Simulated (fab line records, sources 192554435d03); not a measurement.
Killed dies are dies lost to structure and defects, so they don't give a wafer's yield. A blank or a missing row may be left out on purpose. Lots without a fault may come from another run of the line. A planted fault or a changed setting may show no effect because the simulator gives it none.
A struck lot beside a sound one | flow n5_finfet | 15 steps out of a route of 1938
Sound: wafers L277.3, L277.5, L277.6. Struck: wafers L290.2, L290.3, L290.4. The cause comes at the end.
At each step with rows: each side's tool, then ch and its chambers, then its first start. Under that, the readings that differ: sound wafers | struck wafers | difference of the means | sigmas: that difference in standard deviations of wafers without a fault.
alike: readings whose means differ by less than 2 such deviations, and words and numbers that are the same on both sides. not compared: withheld readings, readings that some wafer has no value for, bounds like >300 that may hide the same value, and numbers for which the record gives no deviation and whose values overlap.
The two part at a step that has a row with sigmas, a row that says differs or no value, or rows on one side only. Numbers that don't overlap but have no deviation are shown without sigmas and don't part them. A reading that every wafer of one side lacks parts them only if that side has two wafers or more.

first, 8 steps without rows for these wafers: N5_BEOL_M0_SAQP_COAT_72 (time 60 s, resist thk 15 nm); N5_BEOL_M0_SAQP_COAT_87 (time 60 s, resist thk 5 nm); N5_BEOL_M0_SAQP_COAT_34 (resist thk 30 nm); N5_BEOL_M0_SAQP_EBR_36; N5_BEOL_M0_SAQP_SOFTBAKE_35 (time 60 s); N5_BEOL_M0_SAQP_EXPOSE_37 (exposes mask M0 CUT1, target cd 30 nm); N5_BEOL_M0_SAQP_PEB_38 (peb time 60 s); N5_BEOL_M0_SAQP_DEVELOP_39 (develop time 30 s).
N5_BEOL_M0_SAQP_CD_MEAS_40: target cd 30 nm.
  sound on cd_sem-01 ch 0, day 6 04:14; struck on cd_sem-01 ch 0, day 9 12:08
  alike: cd_nm
N5_BEOL_M0_SAQP_OVL_MEAS_41:
  sound on overlay-02 ch 0, day 6 04:16; struck on overlay-01 ch 0, day 9 12:10
  alike: M0_CUT1_OVL
N5_BEOL_M0_SAQP_INSPECT_42: inspects for defects (brightfield).
  sound on defect_inspect-02, day 6 04:19; struck on defect_inspect-01, day 9 12:13
  alike: raw_defect_count
N5_BEOL_M0_SAQP_DESCUM_45: chemistry O2, time 7 s.
  sound on rie_diel-02 ch 0,1,3, day 6 04:45; struck on rie_diel-02 ch 0,2,3, day 9 12:16
  alike: drypump_motor_current_A, oes_product_au, rf_vpp_V, showerhead_plenum_p_Torr, throttle_valve_pct
  not compared: rf_hours_counter_h
N5_BEOL_M0_SAQP_ETCH_88: etches underlayer in N2/H2, target depth 6.5 nm, time 5.2 s.
  sound on rie_diel-02 ch 0,1,3, day 6 04:47; struck on rie_diel-02 ch 0,2,3, day 9 12:17
  reading               | sound          | struck         | difference | sigmas
  etch_rf_on_time_s (s) | 5.11 5.36 5.38 | 3.70 3.79 3.90 | -1.49      | -15
  oes_product_au (a.u.) | 0.67 0.58 0.64 | 0.97 0.97 0.75 | +0.27      | +4
  alike: drypump_motor_current_A, rf_vpp_V, showerhead_plenum_p_Torr, throttle_valve_pct
  not compared: rf_hours_counter_h
N5_BEOL_M0_SAQP_ETCH_73: etches SiARC in CF4, target depth 19.5 nm, time 32.5 s.
  sound on rie_diel-02 ch 0,1,3, day 6 04:48; struck on rie_diel-02 ch 0,2,3, day 9 12:19
  alike: cf4_flow_sccm, drypump_motor_current_A, etch_rf_on_time_s, oes_product_au, rf_vpp_V, showerhead_plenum_p_Torr, throttle_valve_pct
  not compared: rf_hours_counter_h
-- the record jumps here: 2 days lie between the struck wafers' starts before and after (it left off in module BEOL_M0_SAQP and takes up again in module BEOL_M4, whose first step shown is number 1111 of the route) --
N5_BEOL_M4_RC_MEAS_101:
  sound on prober-01 ch 0, day 8 11:26; struck on prober-01 ch 0, day 11 16:14
  alike: DIBL_N, DIBL_P, IOFF_N, IOFF_P, ION_N, ION_P, SS_N, SS_P, VT_N, VT_P

WHERE THEY PART
Only at N5_BEOL_M0_SAQP_ETCH_88, within this record. Later steps at which nothing parts them and some readings are alike: N5_BEOL_M0_SAQP_ETCH_73, N5_BEOL_M4_RC_MEAS_101.

WHY: what the simulator had put in
Process parameter drift: rie_diel-02, from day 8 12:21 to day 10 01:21, at N5_BEOL_M0_SAQP_ETCH_88. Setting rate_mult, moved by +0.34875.
